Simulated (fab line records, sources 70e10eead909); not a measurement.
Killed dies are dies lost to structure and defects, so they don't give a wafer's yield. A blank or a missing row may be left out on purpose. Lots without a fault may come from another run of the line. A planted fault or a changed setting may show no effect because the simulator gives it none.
Chamber matching | flow nand_harc | NHARC_A_M1_PRE_CLEAN_32 on pecvd-04: 3 sister chambers
The step time 12 s. 6 wafers are shown with their chamber, then 8 later ones without.

WAFERS WITH THEIR CHAMBER
wafer  | chamber | susceptor_temp_C (C) | heater_power_w (W)
L522.2 | 1       | 370.13               | 623
L522.6 | 1       | 370.25               | 621
L525.2 | 2       | 370.16               | 587
L525.3 | 0       | 369.78               | 579
L525.5 | 2       | 369.91               | 576
L533.3 | 0       | 369.76               | 712

WAFERS WITHOUT THEIR CHAMBER
wafer  | susceptor_temp_C (C) | heater_power_w (W)
L533.4 | 369.94               | 686
L533.6 | 369.80               | 669
L535.1 | 369.95               | 598
L535.2 | 369.89               | 615
L535.5 | 369.80               | 615
L541.1 | 369.53               | 594
L541.2 | 369.94               | 601
L541.4 | 369.66               | 587

WHICH CHAMBER EACH WENT THROUGH
wafer  | from the rows above          | in truth
L533.4 | can't be placed: 0 or 2 or 1 | 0
L533.6 | 0                            | 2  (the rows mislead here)
L535.1 | can't be placed: 2 or 0 or 1 | 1
L535.2 | can't be placed: 0 or 2 or 1 | 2
L535.5 | can't be placed: 0 or 2      | 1
L541.1 | 0                            | 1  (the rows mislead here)
L541.2 | can't be placed: 2 or 0 or 1 | 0
L541.4 | can't be placed: 0 or 2      | 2
Placed correctly: 0 of 8. Can't be placed from these rows: 6 (the true chamber is among the candidates in 5). Placed wrongly: 2.
How it was worked out, from the rows above alone: a wafer's distance from a chamber is the root of the sum, over the readings, of the square of ((its reading less the chamber's mean) divided by the reading's scatter). The wafer belongs to the nearest chamber; if the next one is less than 2 further off, it can't be placed. A chamber's mean is the mean of its shown wafers. The scatter: the root of (the sum of the squares of (reading less its chamber's mean) over the shown wafers, divided by (wafers less chambers)).
